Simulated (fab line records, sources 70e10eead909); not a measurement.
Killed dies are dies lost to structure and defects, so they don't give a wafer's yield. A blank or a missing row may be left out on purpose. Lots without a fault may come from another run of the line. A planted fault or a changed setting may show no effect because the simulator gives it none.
One fault seen from 2 desks | flow nand_harc | each desk has only its own numbers; what lay behind them comes last

THE TOOL OWNER'S DESK: rie_diel-07
The tool's own readings at NHARC_P_M2_ETCH_28 (etches the open film in CF4/N2, target depth 30 nm, time 72.99 s): means of the sampled wafers that have a number, for each lot that ran on this tool. A lot is out of limits, marked OUT, if its mean lies more than 4 standard deviations from the usual mean; the brackets give that distance.
Columns: A = drypump_motor_current_A at NHARC_P_M2_ETCH_28, usual 5.7 A; B = n2_flow_sccm at NHARC_P_M2_ETCH_28, usual 100.0 sccm; C = oes_product_au at NHARC_P_M2_ETCH_28, usual 0.993 a.u.; D = rf_vpp_V at NHARC_P_M2_ETCH_28, usual 315.1 V; E = run_length_s at NHARC_P_M2_ETCH_28, usual 94.4 s; F = showerhead_plenum_p_Torr at NHARC_P_M2_ETCH_28, usual 2.68 Torr; G = throttle_valve_pct at NHARC_P_M2_ETCH_28, usual 19.793 %
lot  | first seen here | A   | B     | C     | D     | E              | F    | G
L939 | day 6 09:34     | 6.2 | 99.7  | 0.980 | 315.0 | 94.0           | 2.70 | 19.794
L945 | day 8 23:34     | 6.0 | 99.8  | 0.989 | 315.4 | 94.2           | 2.64 | 19.795
L946 | day 9 12:28     | 6.0 | 100.0 | 0.997 | 315.0 | 94.3           | 2.64 | 19.793
L947 | day 9 21:47     | 5.9 | 100.1 | 0.994 | 314.5 | 84.9 (-22) OUT | 2.68 | 19.795
L950 | day 11 01:08    | 5.8 | 99.9  | 0.985 | 316.2 | 84.9 (-22) OUT | 2.72 | 19.792
L957 | day 14 08:23    | 5.4 | 100.1 | 0.995 | 314.5 | 94.4           | 2.71 | 19.793
L960 | day 14 23:25    | 5.5 | 99.6  | 0.995 | 314.6 | 94.6           | 2.67 | 19.794
This desk's finding: out of limits on L947, L950; first on L947, day 9 21:47 (run_length_s at NHARC_P_M2_ETCH_28). In limits: L939, L945, L946, L957, L960.

THE DEFECT DESK
What the inspections along the route counted, lot by lot: means of the sampled wafers that have a number. A lot is out of limits, marked OUT, if its mean lies more than 4 standard deviations from the usual mean; the brackets give that distance.
Columns: A = raw_defect_count at NHARC_P_M1_INSPECT_27, usual 331
lot  | first seen here | A
L939 | day 6 07:28     | 403
L944 | day 8 08:11     | 413
L945 | day 8 21:13     | 351
L946 | day 9 10:16     | 350
L947 | day 9 19:16     | 149
L950 | day 10 22:53    | 190
L951 | day 11 05:33    | 400
L956 | day 13 10:44    | 358
L957 | day 14 06:18    | 326
L958 | day 14 11:01    | 365
L959 | day 14 16:49    | 275
L960 | day 14 21:13    | 326
L961 | day 15 11:37    | 234
This desk's finding: nothing out of limits on any of the 13 lots.

PUT TOGETHER
The tool owner's desk could have raised an alarm at day 9 21:47, on L947, L950.
The defect desk saw nothing out of limits.
The defect desk has L947, L950 on record, within its limits.
Of the lots named, all ran NHARC_P_M2_ETCH_28 on rie_diel-07.

WHAT THE SIMULATOR HAD PUT IN
Process parameter drift: rie_diel-07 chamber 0, from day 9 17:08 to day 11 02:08, at NHARC_P_M2_ETCH_28. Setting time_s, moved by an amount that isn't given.
Lots struck among those shown: L947, L950.
Hours from the fault's start to each desk's first reading out of limits: the tool owner's desk, 5.
